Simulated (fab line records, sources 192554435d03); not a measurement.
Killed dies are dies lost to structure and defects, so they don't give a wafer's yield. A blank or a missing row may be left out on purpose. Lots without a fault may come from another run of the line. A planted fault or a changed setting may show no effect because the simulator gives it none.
fab line records | flow n5_finfet
record lots=5 wafers=15 last_day=17
route steps=1938 shown WELL_APT@33 PMOS_HMC_CHANNEL_EPI@57
lots that met no fault: from a run of the same line without faults
start_h: hours from the record's first day to the start of the lot's first wafer shown | wait_h: hours since the lot's step before | " the same as in the row above | L1.1+2: a row that stands for several wafers | - no value, or no start given | * or withheld: withheld | < > ~ a bound
route shown NAME@n: a module of which the file shows steps, and the number in the route of the first | usual: mean/standard deviation of fault-free wafers | same: alike in all rows | chamber/n: place in a boat | sites: the reading at each site | _std_site: their standard deviation | _edge_site: outer sites' mean less inner sites' | radius_mm: how far each site lies from the wafer's centre | mask NAME#n: copy n | behind: the tool/chamber that last shaped the wafer | hold: why the lot was held/for how many hours/how that ended | device: the transistor (n, p or np) that didn't switch | end of line: the same wafers' tests at the end of the route | a step without rows: its recipe alone | killed: dies lost to structure and defects at the first sort, not the wafer's yield | map: a wafer's dies, x killed, . not, _ none there
set.NAME: the setting as run; set.NAME@STEP: as run at that earlier step | model.NAME: the simulator's own value behind a step, which no gauge read
lots at some steps of the route; a table a step, a row a wafer
services: from which hour (start_h, from the record's first day; less than 0 if before it) a tool's chamber was out of use, for how many hours, and why
## steps
# step N5_WELL_APT_IMPLANT_15
# recipe species=As energy_kev=25 dose_cm2=1.5e+13 tilt_deg=0 rotation_deg=0
# usual faraday_current_uA=190/3.5
# columns lot.wafer tool chamber start_h wait_h faraday_current_uA
L075.1 implanter-02 0 20.13 0.1 196
L075.2 " 0 " " 187
L075.4 " 0 " " 189
L076.1 implanter-01 0 26.37 0.1 185
L076.3 " 0 " " 191
L076.4 " 0 " " 186
L090.1 implanter-01 0 110.40 0.1 191
L090.4 " 0 " " 186
L090.5 " 0 " " 187
L094.2 implanter-01 0 134.01 0.1 186
L094.3 " 0 " " 190
L094.4 " 0 " " 185
L095.2 implanter-01 0 140.86 0.1 189
L095.5 " 0 " " 190
L095.6 " 0 " " 188
# step N5_WELL_APT_STRIP_16
# recipe chemistry=SPM time_s=900 temp_c=130 h2so4_h2o2_vol_ratio=4 dry=ipa_marangoni
# columns lot.wafer tool chamber start_h wait_h
L075.1+2+4 wet_bench-01 0,3,4 20.33 0.2
L076.1+3+4 wet_bench-04 7,1,0 26.59 0.2
L090.1+4+5 wet_bench-01 4,0,5 110.61 0.2
L094.2+3+4 wet_bench-01 3,7,1 134.19 0.1
L095.2+5+6 wet_bench-05 7,2,6 141.05 0.2
# step N5_WELL_APT_HMDS_18
# recipe time_s=60 temp_c=120
# columns lot.wafer tool chamber start_h wait_h
L075.1+2+4 litho_track-03 0 20.61 0.0
L076.1+3+4 litho_track-01 0 26.87 0.0
L090.1+4+5 litho_track-05 0 110.89 0.0
L094.2+3+4 litho_track-01 0 134.46 0.0
L095.2+5+6 litho_track-01 0 141.33 0.0
# step N5_WELL_APT_COAT_19
# recipe spin_rpm=1357 resist_thk_nm=950
# columns lot.wafer tool chamber start_h wait_h
L075.1+2+4 litho_track-03 0 - -
L076.1+3+4 litho_track-01 0 - -
L090.1+4+5 litho_track-05 0 - -
L094.2+3+4 litho_track-01 0 - -
L095.2+5+6 litho_track-01 0 - -
# step N5_WELL_APT_EBR_21
# recipe solvent=PGMEA ebr_width_mm=1.5
# columns lot.wafer tool chamber start_h wait_h
L075.1+2+4 litho_track-03 0 - -
L076.1+3+4 litho_track-01 0 - -
L090.1+4+5 litho_track-05 0 - -
L094.2+3+4 litho_track-01 0 - -
L095.2+5+6 litho_track-01 0 - -
# step N5_WELL_APT_SOFTBAKE_20
# recipe temp_c=130 time_s=60
# columns lot.wafer tool chamber start_h wait_h
L075.1+2+4 litho_track-03 0 - -
L076.1+3+4 litho_track-01 0 - -
L090.1+4+5 litho_track-05 0 - -
L094.2+3+4 litho_track-01 0 - -
L095.2+5+6 litho_track-01 0 - -
# step N5_WELL_APT_EXPOSE_22
# recipe mask_id=PWELL na=0.8 source_shape=conventional sigma_outer=0.8 polarization=unpolarized defocus_nm=0 target_cd_nm=200 dose_mj=23.2
# columns lot.wafer tool chamber start_h wait_h mask
L075.1+2+4 krf_scanner-01 0 20.83 - PWELL#0
L076.1+3+4 krf_scanner-02 0 27.09 - PWELL#0
L090.1+4+5 krf_scanner-01 0 111.11 - PWELL#0
L094.2+3+4 krf_scanner-02 0 134.57 - PWELL#0
L095.2+5+6 krf_scanner-01 0 141.56 - PWELL#0
# step N5_WELL_APT_PEB_23
# recipe peb_temp_c=130 peb_time_s=90
# columns lot.wafer tool chamber start_h wait_h
L075.1+2+4 litho_track-03 0 20.89 0.1
L076.1+3+4 litho_track-01 0 27.15 0.1
L090.1+4+5 litho_track-05 0 111.17 0.1
L094.2+3+4 litho_track-03 0 134.62 0.0
L095.2+5+6 litho_track-03 0 141.61 0.0
# step N5_WELL_APT_DEVELOP_24
# recipe develop_time_s=45 rinse_liquid=surfactant_rinse dry=air_spin dev_temp_c=21
# columns lot.wafer tool chamber start_h wait_h
L075.1+2+4 litho_track-03 0 - -
L076.1+3+4 litho_track-01 0 - -
L090.1+4+5 litho_track-05 0 - -
L094.2+3+4 litho_track-03 0 - -
L095.2+5+6 litho_track-03 0 - -
# step N5_WELL_APT_HARDBAKE_29
# recipe temp_c=130 time_s=120
# columns lot.wafer tool chamber start_h wait_h
L075.1+2+4 litho_track-03 0 - -
L076.1+3+4 litho_track-01 0 - -
L090.1+4+5 litho_track-05 0 - -
L094.2+3+4 litho_track-03 0 - -
L095.2+5+6 litho_track-03 0 - -
# step N5_WELL_APT_CD_MEAS_25
# recipe target_cd_nm=200 landing_energy_ev=500 detector=se_inlens
# usual cd_nm=199.6/2
# columns lot.wafer tool chamber start_h wait_h cd_nm
L075.1 cd_sem-03 0 21.01 - 198.2
L075.2 " 0 " " 199.7
L075.4 " 0 " " 201.2
L076.1 cd_sem-01 0 27.27 - 195.5
L076.3 " 0 " " 196.7
L076.4 " 0 " " 195.3
L090.1 cd_sem-03 0 111.28 - 202.0
L090.4 " 0 " " 202.3
L090.5 " 0 " " 200.1
L094.2 cd_sem-03 0 134.73 - 198.6
L094.3 " 0 " " 197.8
L094.4 " 0 " " 199.5
L095.2 cd_sem-01 0 141.73 - 202.7
L095.5 " 0 " " 198.5
L095.6 " 0 " " 201.2
# step N5_WELL_APT_OVL_MEAS_26
# recipe points_per_wafer=44
# usual PWELL_OVL=3/7.9
# same points_per_wafer=44
# columns lot.wafer tool chamber start_h wait_h PWELL_OVL[nm]
L075.1 overlay-01 0 21.04 0.0 14
L075.2 " 0 " " 19
L075.4 " 0 " " 18
L076.1 overlay-02 0 27.30 0.0 0
L076.3 " 0 " " -8
L076.4 " 0 " " 15
L090.1 overlay-01 0 111.31 0.0 8
L090.4 " 0 " " 12
L090.5 " 0 " " 14
L094.2 overlay-01 0 134.76 0.0 3
L094.3 " 0 " " 17
L094.4 " 0 " " -11
L095.2 overlay-02 0 141.76 0.0 11
L095.5 " 0 " " 4
L095.6 " 0 " " 5
# step N5_WELL_APT_INSPECT_27
# recipe mode=adi inspect_instrument=macro
# usual raw_defect_count=2.1/1.5
# columns lot.wafer tool chamber start_h wait_h raw_defect_count
L075.1 defect_inspect-02 - 21.06 0.0 0
L075.2 " - " " 1
L075.4 " - " " 3
L076.1 defect_inspect-02 - 27.32 0.0 2
L076.3 " - " " 6
L076.4 " - " " 1
L090.1 defect_inspect-01 - 111.34 0.0 4
L090.4 " - " " 3
L090.5 " - " " 2
L094.2 defect_inspect-02 - 134.79 0.0 2
L094.3 " - " " 3
L094.4 " - " " 2
L095.2 defect_inspect-01 - 141.78 0.0 5
L095.5 " - " " 2
L095.6 " - " " 2
# step N5_WELL_APT_DESCUM_30
# recipe chemistry=O2 time_s=7.9 source_power_w=50 bias_power_w=20 pressure_mtorr=20 rf_frequency_hz=2.712e+07 temp_c=40 o2_flow_sccm=225
# usual bias_power_w=20.01/0.058 chamber_pressure_mTorr=19.999/0.019 drypump_motor_current_A=5.7/0.36 oes_product_au=0.76/0.071 rf_vpp_V=243.3/1.2 showerhead_plenum_p_Torr=2.10/0.061 throttle_valve_pct=20.43/0.3
# columns lot.wafer tool chamber start_h wait_h bias_power_w chamber_pressure_mTorr drypump_motor_current_A oes_product_au rf_hours_counter_h rf_vpp_V showerhead_plenum_p_Torr throttle_valve_pct
L075.1 rie_diel-05 1 21.11 0.0 19.84 20.004 5.6 0.79 128 245.0 2.18 20.36
L075.2 " 3 " " 20.08 20.017 6.5 0.70 192 241.6 2.00 20.50
L075.4 " 2 " " 20.21 19.990 5.2 0.76 157 243.5 2.18 20.65
L076.1 rie_diel-05 2 27.67 0.4 19.97 20.023 5.2 0.76 160 243.0 2.18 20.67
L076.3 " 1 " " 20.03 19.965 5.6 0.79 130 244.3 2.18 20.36
L076.4 " 0 " " 19.93 20.022 5.3 0.80 135 242.8 2.17 20.67
L090.1 rie_diel-03 3 111.37 0.0 20.03 20.011 5.7 0.83 89 242.3 2.00 19.79
L090.4 " 0 " " 20.06 19.979 5.9 0.76 151 244.7 2.19 20.22
L090.5 " 3 " " 20.01 19.976 5.6 0.84 - 243.1 2.00 19.79
L094.2 rie_diel-05 1 134.82 0.0 19.95 19.992 5.6 0.75 173 243.9 2.17 20.44
L094.3 " 0 " " 20.03 20.022 5.4 0.76 172 244.0 2.16 20.72
L094.4 " 2 " " 20.07 19.988 5.2 0.72 203 245.2 2.16 20.73
L095.2 rie_diel-01 0 141.81 0.0 19.96 20.008 5.9 0.97 2 243.2 2.06 20.30
L095.5 " 2 " " 20.01 19.983 5.7 0.70 - 241.8 2.06 20.89
L095.6 " 1 " " 19.90 20.016 5.8 0.72 - 241.7 2.08 20.12
# step N5_WELL_APT_IMPLANT_31
# recipe species=B energy_kev=60 dose_cm2=1.5e+13 tilt_deg=0 rotation_deg=0
# usual faraday_current_uA=191/3.6
# columns lot.wafer tool chamber start_h wait_h faraday_current_uA
L075.1 implanter-02 0 21.20 0.1 187
L075.2 " 0 " " 200
L075.4 " 0 " " 195
L076.1 implanter-02 0 27.77 0.1 192
L076.3 " 0 " " 192
L076.4 " 0 " " 194
L090.1 implanter-02 0 111.47 0.1 194
L090.4 " 0 " " 198
L090.5 " 0 " " 188
L094.2 implanter-01 0 134.95 0.1 188
L094.3 " 0 " " 193
L094.4 " 0 " " 188
L095.2 implanter-02 0 141.94 0.1 192
L095.5 " 0 " " 190
L095.6 " 0 " " 188
# step N5_WELL_APT_IMPLANT_32
# recipe species=BF2 energy_kev=50 dose_cm2=2e+13 tilt_deg=0 rotation_deg=0
# usual faraday_current_uA=253/5.3
# columns lot.wafer tool chamber start_h wait_h faraday_current_uA
L075.1 implanter-02 0 21.38 0.1 252
L075.2 " 0 " " 247
L075.4 " 0 " " 264
L076.1 implanter-02 0 27.95 0.1 257
L076.3 " 0 " " 248
L076.4 " 0 " " 258
L090.1 implanter-02 0 111.65 0.1 238
L090.4 " 0 " " 246
L090.5 " 0 " " 258
L094.2 implanter-01 0 135.13 0.1 253
L094.3 " 0 " " 250
L094.4 " 0 " " 257
L095.2 implanter-02 0 142.12 0.1 249
L095.5 " 0 " " 252
L095.6 " 0 " " 257
# step N5_WELL_APT_STRIP_33
# recipe chemistry=SPM time_s=900 temp_c=130 h2so4_h2o2_vol_ratio=4 dry=ipa_marangoni
# columns lot.wafer tool chamber start_h wait_h
L075.1+2+4 wet_bench-05 6,4,5 21.59 0.2
L076.1+3+4 wet_bench-01 5,6,1 28.16 0.2
L090.1+4+5 wet_bench-01 3,6,4 111.86 0.2
L094.2+3+4 wet_bench-04 0,5,7 135.31 0.1
L095.2+5+6 wet_bench-05 7,5,1 142.30 0.1
# step N5_WELL_APT_RTA_34
# recipe temp_c=1000 time_s=10 ambient=N2 idle_temp_c=600 ramp_up_c_per_s=150 ramp_down_c_per_s=60 cool_to_c=600
# usual lamp_power_pct=13.01/0.059 lamp_zone_2_pct=12.996/0.027 wafer_temp_C_max=1003.5/1
# columns lot.wafer tool chamber start_h wait_h lamp_power_pct lamp_zone_2_pct wafer_temp_C_max
L075.1 rtp_anneal-01 0 21.87 0.0 12.90 12.961 1002.0
L075.2 " 0 " " 13.11 13.023 1002.9
L075.4 " 0 " " 13.02 13.009 1003.5
L076.1 rtp_anneal-01 0 28.43 0.0 13.07 12.971 1005.1
L076.3 " 0 " " 13.10 13.029 1003.6
L076.4 " 0 " " 12.99 13.028 1002.9
L090.1 rtp_anneal-02 0 112.24 0.1 13.10 13.028 1003.0
L090.4 " 0 " " 13.00 12.978 1004.6
L090.5 " 0 " " 13.02 13.011 1003.5
L094.2 rtp_anneal-02 0 135.71 0.2 12.94 13.025 1003.2
L094.3 " 0 " " 13.05 13.014 1004.0
L094.4 " 0 " " 13.06 12.976 1002.8
L095.2 rtp_anneal-02 0 142.69 0.1 12.97 13.006 1002.7
L095.5 " 0 " " 13.05 13.037 1002.9
L095.6 " 0 " " 12.92 13.018 1002.8
# step N5_WELL_APT_OXIDE_STRIP_42
# recipe chemistry=dHF dilution=25:1 time_s=45 temp_c=25 target=SiO2 target_depth_a=120
# columns lot.wafer tool chamber start_h wait_h
L075.1+2+4 wet_bench-01 5,3,4 22.01 0.1
L076.1+3+4 wet_bench-05 5,6,7 28.58 0.1
L090.1+4+5 wet_bench-04 3,6,4 112.38 0.1
L094.2+3+4 wet_bench-01 5,1,6 135.85 0.1
L095.2+5+6 wet_bench-01 6,4,1 142.82 0.1
# step N5_WELL_APT_PRECLEAN_36
# recipe chemistry=O3/DIW time_s=45 temp_c=22 o3_ppm=10
# columns lot.wafer tool chamber start_h wait_h
L075.1+2+4 wet_bench-01 5,3,4 22.03 0.0
L076.1+3+4 wet_bench-05 5,6,7 28.59 0.0
L090.1+4+5 wet_bench-04 3,6,4 112.40 0.0
L094.2+3+4 wet_bench-01 5,1,6 135.86 0.0
L095.2+5+6 wet_bench-01 6,4,1 142.83 0.0
# step N5_WELL_APT_PRECLEAN_39
# recipe chemistry=dHF time_s=60 dilution=150:1 temp_c=25
# columns lot.wafer tool chamber start_h wait_h
L075.1+2+4 wet_bench-01 5,3,4 22.04 0.0
L076.1+3+4 wet_bench-05 5,6,7 28.61 0.0
L090.1+4+5 wet_bench-04 3,6,4 112.41 0.0
L094.2+3+4 wet_bench-01 5,1,6 135.88 0.0
L095.2+5+6 wet_bench-01 6,4,1 142.84 0.0
# step N5_WELL_APT_SRD_37
# recipe dry=ipa_marangoni do_ppb=5 time_s=30 temp_c=23 rinse_liquid=diw
# columns lot.wafer tool chamber start_h wait_h
L075.1+2+4 wet_bench-01 5,3,4 22.06 0.0
L076.1+3+4 wet_bench-05 5,6,7 28.62 0.0
L090.1+4+5 wet_bench-04 3,6,4 112.43 0.0
L094.2+3+4 wet_bench-01 5,1,6 135.89 0.0
L095.2+5+6 wet_bench-01 6,4,1 142.86 0.0
# step N5_WELL_APT_EPI_41
# recipe material=Si target_thk_a=500 temp_c=650 precursor=SiH4/H2 pressure_torr=20 time_s=297.7
# usual throttle_valve_pct=11.2/0.42
# columns lot.wafer tool chamber start_h wait_h throttle_valve_pct
L075.1 epi_rpcvd-03 0 22.11 0.0 12.0
L075.2 " 0 " " 12.0
L075.4 " 0 " " 12.0
L076.1 epi_rpcvd-01 0 28.67 0.0 10.7
L076.3 " 0 " " 10.9
L076.4 " 0 " " 10.6
L090.1 epi_rpcvd-03 0 112.47 0.0 12.0
L090.4 " 0 " " 11.7
L090.5 " 0 " " 11.5
L094.2 epi_rpcvd-03 0 136.04 0.1 12.0
L094.3 " 0 " " 11.9
L094.4 " 0 " " 11.9
L095.2 epi_rpcvd-02 0 143.04 0.2 11.4
L095.5 " 0 " " 11.1
L095.6 " 0 " " 11.2
# step N5_WELL_APT_INSPECT_38
# recipe inspect_instrument=darkfield mode=post_epi
# usual raw_defect_count=13/6.1
# columns lot.wafer tool chamber start_h wait_h raw_defect_count
L075.1 defect_inspect-01 - 22.76 0.6 11
L075.2 " - " " 15
L075.4 " - " " 24
L076.1 defect_inspect-02 - 29.77 0.9 24
L076.3 " - " " 11
L076.4 " - " " 11
L090.1 defect_inspect-01 - 113.13 0.6 7
L090.4 " - " " 11
L090.5 " - " " 3
L094.2 defect_inspect-02 - 136.58 0.4 12
L094.3 " - " " 4
L094.4 " - " " 13
L095.2 defect_inspect-01 - 143.74 0.6 12
L095.5 " - " " 25
L095.6 " - " " 14
# step N5_PMOS_HMC_CHANNEL_EPI_HM_DEP_34
# recipe material=SiO2 target_thk_a=360 temp_c=400 precursor=TEOS/O2 pressure_torr=6.5 rf_w=900 teos_flow_sccm=161.4 gas=O2 flow_sccm=2650 time_s=6.9
# usual heater_power_w=607/71 showerhead_plenum_p_Torr=8.36/0.037 throttle_valve_pct=18.6/0.71
# columns lot.wafer tool chamber start_h wait_h heater_power_w showerhead_plenum_p_Torr throttle_valve_pct
L075.1 pecvd-04 2 22.80 0.0 679 8.39 18.7
L075.2 " 0 " " 509 8.37 19.2
L075.4 " 1 " " 589 8.38 18.7
L076.1 pecvd-02 0 29.81 0.0 776 8.36 20.3
L076.3 " 2 " " 476 8.37 18.5
L076.4 " 0 " " 765 8.33 20.4
L090.1 pecvd-03 2 113.17 0.0 583 8.29 18.2
L090.4 " 1 " " 502 8.39 19.1
L090.5 " 2 " " 582 8.29 18.0
L094.2 pecvd-03 0 136.62 0.0 645 8.35 18.5
L094.3 " 1 " " 601 8.35 19.3
L094.4 " 0 " " 647 8.36 18.3
L095.2 pecvd-03 1 143.78 0.0 524 8.38 19.2
L095.5 " 2 " " 632 8.30 18.2
L095.6 " 0 " " 655 8.36 18.6
# step N5_PMOS_HMC_CHANNEL_EPI_COAT_31
# recipe resist=BARC temp_c=205 time_s=60 spin_rpm=1500 resist_thk_nm=66
# columns lot.wafer tool chamber start_h wait_h
L075.1+2+4 litho_track-01 0 22.85 0.0
L076.1+3+4 litho_track-02 0 29.87 0.0
L090.1+4+5 litho_track-01 0 113.22 0.0
L094.2+3+4 litho_track-01 0 136.67 0.0
L095.2+5+6 litho_track-01 0 143.84 0.0
# step N5_PMOS_HMC_CHANNEL_EPI_COAT_03
# recipe resist=CAR-ArF-block spin_rpm=1500 resist_thk_nm=205
# columns lot.wafer tool chamber start_h wait_h
L075.1+2+4 litho_track-01 0 - -
L076.1+3+4 litho_track-02 0 - -
L090.1+4+5 litho_track-01 0 - -
L094.2+3+4 litho_track-01 0 - -
L095.2+5+6 litho_track-01 0 - -
# step N5_PMOS_HMC_CHANNEL_EPI_EBR_05
# recipe solvent=PGMEA ebr_width_mm=1.5
# columns lot.wafer tool chamber start_h wait_h
L075.1+2+4 litho_track-01 0 - -
L076.1+3+4 litho_track-02 0 - -
L090.1+4+5 litho_track-01 0 - -
L094.2+3+4 litho_track-01 0 - -
L095.2+5+6 litho_track-01 0 - -
# step N5_PMOS_HMC_CHANNEL_EPI_SOFTBAKE_04
# recipe temp_c=110 time_s=60 resist=CAR-ArF-block
# columns lot.wafer tool chamber start_h wait_h
L075.1+2+4 litho_track-01 0 - -
L076.1+3+4 litho_track-02 0 - -
L090.1+4+5 litho_track-01 0 - -
L094.2+3+4 litho_track-01 0 - -
L095.2+5+6 litho_track-01 0 - -
# step N5_PMOS_HMC_CHANNEL_EPI_EXPOSE_06
# recipe mask_id=PMOS_HMC_BLK na=1.35 source_shape=conventional sigma_outer=0.8 polarization=unpolarized target_cd_nm=240 dose_mj=41
# columns lot.wafer tool chamber start_h wait_h mask
L075.1+2+4 arfi_scanner-03 0 23.08 - PMOS_HMC_BLK#0
L076.1+3+4 arfi_scanner-02 0 30.09 - PMOS_HMC_BLK#0
L090.1+4+5 arfi_scanner-03 0 113.45 - PMOS_HMC_BLK#0
L094.2+3+4 arfi_scanner-01 0 136.90 - PMOS_HMC_BLK#0
L095.2+5+6 arfi_scanner-02 0 144.09 - PMOS_HMC_BLK#0
# step N5_PMOS_HMC_CHANNEL_EPI_PEB_07
# recipe peb_temp_c=110 peb_time_s=60 resist=CAR-ArF-block
# columns lot.wafer tool chamber start_h wait_h
L075.1+2+4 litho_track-04 0 23.13 0.1
L076.1+3+4 litho_track-02 0 30.15 0.1
L090.1+4+5 litho_track-01 0 113.50 0.1
L094.2+3+4 litho_track-01 0 136.95 0.0
L095.2+5+6 litho_track-02 0 144.14 0.0
# step N5_PMOS_HMC_CHANNEL_EPI_DEVELOP_08
# recipe develop_time_s=30 developer=TMAH resist=CAR-ArF-block dev_temp_c=23 rinse_liquid=diw dry=air_spin
# columns lot.wafer tool chamber start_h wait_h
L075.1+2+4 litho_track-04 0 - -
L076.1+3+4 litho_track-02 0 - -
L090.1+4+5 litho_track-01 0 - -
L094.2+3+4 litho_track-01 0 - -
L095.2+5+6 litho_track-02 0 - -
# step N5_PMOS_HMC_CHANNEL_EPI_CD_MEAS_09
# recipe target_cd_nm=237.4 landing_energy_ev=500 detector=se_inlens
# usual cd_nm=237.5/0.97
# columns lot.wafer tool chamber start_h wait_h cd_nm
L075.1 cd_sem-02 0 23.20 - 238.5
L075.2 " 0 " " 238.1
L075.4 " 0 " " 238.2
L076.1 cd_sem-01 0 30.22 - 236.5
L076.3 " 0 " " 236.7
L076.4 " 0 " " 237.5
L090.1 cd_sem-02 0 113.57 - 237.8
L090.4 " 0 " " 238.5
L090.5 " 0 " " 237.2
L094.2 cd_sem-01 0 137.02 - 237.6
L094.3 " 0 " " 238.5
L094.4 " 0 " " 237.8
L095.2 cd_sem-01 0 144.21 - 236.6
L095.5 " 0 " " 236.6
L095.6 " 0 " " 235.7
# step N5_PMOS_HMC_CHANNEL_EPI_OVL_MEAS_10
# recipe points_per_wafer=44
# usual PMOS_HMC_BLK_OVL=0.2/0.71
# same points_per_wafer=44
# columns lot.wafer tool chamber start_h wait_h PMOS_HMC_BLK_OVL[nm]
L075.1 overlay-02 0 23.23 0.0 0.5
L075.2 " 0 " " 0.0
L075.4 " 0 " " 0.9
L076.1 overlay-02 0 30.25 0.0 0.7
L076.3 " 0 " " 1.1
L076.4 " 0 " " 0.8
L090.1 overlay-02 0 113.60 0.0 0.0
L090.4 " 0 " " 0.1
L090.5 " 0 " " -0.3
L094.2 overlay-02 0 137.05 0.0 0.8
L094.3 " 0 " " -0.3
L094.4 " 0 " " -0.4
L095.2 overlay-01 0 144.23 0.0 0.9
L095.5 " 0 " " 0.7
L095.6 " 0 " " 0.7
# step N5_PMOS_HMC_CHANNEL_EPI_INSPECT_11
# recipe mode=adi inspect_instrument=macro
# usual raw_defect_count=1.9/1.4
# columns lot.wafer tool chamber start_h wait_h raw_defect_count
L075.1 defect_inspect-02 - 23.25 0.0 2
L075.2 " - " " 2
L075.4 " - " " 1
L076.1 defect_inspect-02 - 30.28 0.0 5
L076.3 " - " " 1
L076.4 " - " " 1
L090.1 defect_inspect-02 - 113.62 0.0 4
L090.4 " - " " 2
L090.5 " - " " 3
L094.2 defect_inspect-02 - 137.07 0.0 3
L094.3 " - " " 1
L094.4 " - " " 2
L095.2 defect_inspect-01 - 144.26 0.0 2
L095.5 " - " " 2
L095.6 " - " " 2
# step N5_PMOS_HMC_CHANNEL_EPI_DESCUM_14
# recipe chemistry=O2 time_s=7.9 source_power_w=50 bias_power_w=20 pressure_mtorr=20 rf_frequency_hz=2.712e+07 temp_c=40 resist=CAR-ArF-block o2_flow_sccm=225
# usual bias_power_w=20.00/0.06 chamber_pressure_mTorr=20.000/0.018 drypump_motor_current_A=5.5/0.45 oes_product_au=0.75/0.08 rf_vpp_V=243.1/1.7 showerhead_plenum_p_Torr=2.10/0.086 throttle_valve_pct=20.56/0.23
# columns lot.wafer tool chamber start_h wait_h bias_power_w chamber_pressure_mTorr drypump_motor_current_A oes_product_au rf_hours_counter_h rf_vpp_V showerhead_plenum_p_Torr throttle_valve_pct
L075.1 rie_diel-02 1 23.63 0.4 19.92 20.017 6.0 0.72 189 240.1 2.01 20.31
L075.2 " 2 " " 20.01 19.986 5.5 0.73 166 244.2 2.19 20.65
L075.4 " 0 " " 19.94 20.019 5.8 0.72 221 241.5 1.98 20.51
L076.1 rie_diel-02 0 30.31 0.0 20.06 20.006 5.8 0.71 223 239.7 1.98 20.51
L076.3 " 3 " " 20.05 19.985 5.9 0.73 205 244.0 2.17 20.76
L076.4 " 2 " " 19.88 19.989 5.5 0.73 168 244.9 2.19 20.62
L090.1 rie_diel-06 2 113.66 0.0 20.02 19.997 4.7 0.69 235 240.2 1.95 20.50
L090.4 " 0 " " 20.01 19.981 4.8 0.76 - 242.8 2.00 20.60
L090.5 " 3 " " 20.20 20.029 4.8 0.71 - 244.2 2.17 20.48
L094.2 rie_diel-02 2 137.11 0.0 19.95 20.006 5.6 0.71 197 244.1 2.18 20.69
L094.3 " 1 " " 20.01 19.998 6.0 0.69 219 240.0 2.00 20.37
L094.4 " 2 " " 20.06 20.025 5.5 0.70 - 244.6 2.18 20.69
L095.2 rie_diel-06 2 144.29 0.0 20.05 19.981 4.6 0.68 246 241.4 1.95 20.52
L095.5 " 0 " " 19.94 19.965 4.8 0.74 - 241.9 1.99 20.62
L095.6 " 1 " " 20.07 20.009 5.8 0.93 - 243.3 2.08 20.45
# step N5_PMOS_HMC_CHANNEL_EPI_ETCH_32
# recipe chemistry=N2/H2 target=BARC stop_on=SiO2 target_depth_a=858 over_etch_frac=0.3 time_s=50.3 ion_energy_ev=200 mask_material=CAR-ArF-block pressure_mtorr=30 source_w=840 bias_w=150 n2_flow_sccm=200 h2_flow_sccm=200
# usual chamber_pressure_mTorr=30.00/0.03 drypump_motor_current_A=5.5/0.45 oes_product_au=0.64/0.063 rf_vpp_V=523.8/3 showerhead_plenum_p_Torr=2.54/0.11 throttle_valve_pct=17.96/0.29
# columns lot.wafer tool chamber start_h wait_h chamber_pressure_mTorr drypump_motor_current_A oes_product_au rf_hours_counter_h rf_vpp_V showerhead_plenum_p_Torr throttle_valve_pct
L075.1 rie_diel-02 1 23.67 0.0 30.02 6.0 0.61 189 520.5 2.40 17.40
L075.2 " 2 " " 30.02 5.5 0.64 166 526.1 2.66 18.07
L075.4 " 0 " " 29.97 5.8 0.60 221 520.7 2.40 17.98
L076.1 rie_diel-02 0 30.35 0.0 29.99 5.9 0.60 223 519.8 2.40 17.97
L076.3 " 3 " " 29.97 5.9 0.63 205 525.9 2.64 18.35
L076.4 " 2 " " 30.00 5.5 0.63 168 526.7 2.66 18.09
L090.1 rie_diel-06 2 113.69 0.0 30.00 4.6 0.59 235 520.2 2.40 18.25
L090.4 " 0 " " 29.93 4.8 0.64 - 520.8 2.43 18.01
L090.5 " 3 " " 29.98 4.8 0.63 - 525.6 2.65 18.00
L094.2 rie_diel-02 2 137.14 0.0 30.05 5.5 0.62 197 526.9 2.64 18.12
L094.3 " 1 " " 30.06 6.0 0.60 219 520.3 2.38 17.45
L094.4 " 2 " " 29.97 5.5 0.62 - 524.7 2.64 18.13
L095.2 rie_diel-06 2 144.33 0.0 30.03 4.7 0.58 246 520.2 2.40 18.26
L095.5 " 0 " " 30.01 4.8 0.64 - 520.6 2.42 18.01
L095.6 " 1 " " 30.01 5.8 0.79 - 522.3 2.48 17.50
# step N5_PMOS_HMC_CHANNEL_EPI_HM_OPEN_15
# recipe chemistry=CHF3/O2 target=SiO2 mask_material=CAR-ArF-block target_depth_a=406 CHF3_flow_sccm=50 O2_flow_sccm=5 Ar_flow_sccm=200 time_s=20.3 pressure_mtorr=30 source_w=650 bias_w=170 ion_energy_ev=200
# usual chamber_pressure_mTorr=29.998/0.029 drypump_motor_current_A=5.5/0.45 oes_product_au=0.75/0.079 rf_vpp_V=525/12 showerhead_plenum_p_Torr=2.41/0.092 throttle_valve_pct=18.97/0.24
# columns lot.wafer tool chamber start_h wait_h chamber_pressure_mTorr drypump_motor_current_A oes_product_au rf_hours_counter_h rf_vpp_V showerhead_plenum_p_Torr throttle_valve_pct
L075.1 rie_diel-02 1 23.71 0.0 29.995 6.0 0.72 189 531 2.31 18.74
L075.2 " 2 " " 30.020 5.5 0.74 166 539 2.53 19.17
L075.4 " 0 " " 29.935 5.8 0.70 221 517 2.27 18.90
L076.1 rie_diel-02 0 30.39 0.0 29.964 5.8 0.71 223 516 2.27 18.92
L076.3 " 3 " " 30.028 5.9 0.72 205 531 2.48 19.14
L076.4 " 2 " " 29.994 5.5 0.73 168 538 2.53 19.19
L090.1 rie_diel-06 2 113.73 0.0 29.993 4.7 0.70 235 515 2.28 19.18
L090.4 " 0 " " 30.006 4.8 0.76 - 522 2.30 19.06
L090.5 " 3 " " 30.011 4.8 0.72 - 541 2.48 18.88
L094.2 rie_diel-02 2 137.18 0.0 29.995 5.5 0.72 197 538 2.51 19.22
L094.3 " 1 " " 30.013 6.0 0.69 219 527 2.30 18.75
L094.4 " 2 " " 29.969 5.5 0.71 - 538 2.51 19.24
L095.2 rie_diel-06 2 144.37 0.0 30.001 4.7 0.69 246 515 2.28 19.20
L095.5 " 0 " " 29.954 4.8 0.74 - 521 2.30 19.06
L095.6 " 1 " " 30.034 5.8 0.94 - 496 2.37 18.74
## services
# columns tool chamber start_h hours kind
rie_diel-06 1 1.68 2.7 repair
wet_bench-05 - 4.00 1.9 pm
rie_diel-02 1 5.33 5.1 repair
rtp_anneal-02 - 8.53 3.6 pm
wet_bench-05 - 22.56 1.7 repair
implanter-02 - 29.90 4.4 pm
implanter-02 - 36.06 4.2 repair
rie_diel-05 0 36.82 12.6 repair
rie_diel-06 1 42.30 6.0 repair
rie_diel-02 - 48.94 4.0 pm
rie_diel-02 - 56.17 2.8 pm
krf_scanner-01 - 56.48 1.0 pm
implanter-01 - 64.22 3.8 repair
implanter-02 - 69.29 1.4 repair
rie_diel-02 - 73.53 0.7 repair
rie_diel-06 2 81.75 4.3 repair
implanter-01 - 83.93 0.6 repair
krf_scanner-01 - 85.12 0.8 pm
krf_scanner-01 - 125.80 3.6 pm
implanter-01 - 130.99 2.0 repair
krf_scanner-01 - 133.10 1.3 pm
implanter-02 - 133.27 3.3 repair
implanter-01 - 137.53 2.0 repair
rie_diel-05 2 141.89 14.4 repair
## key
fault none
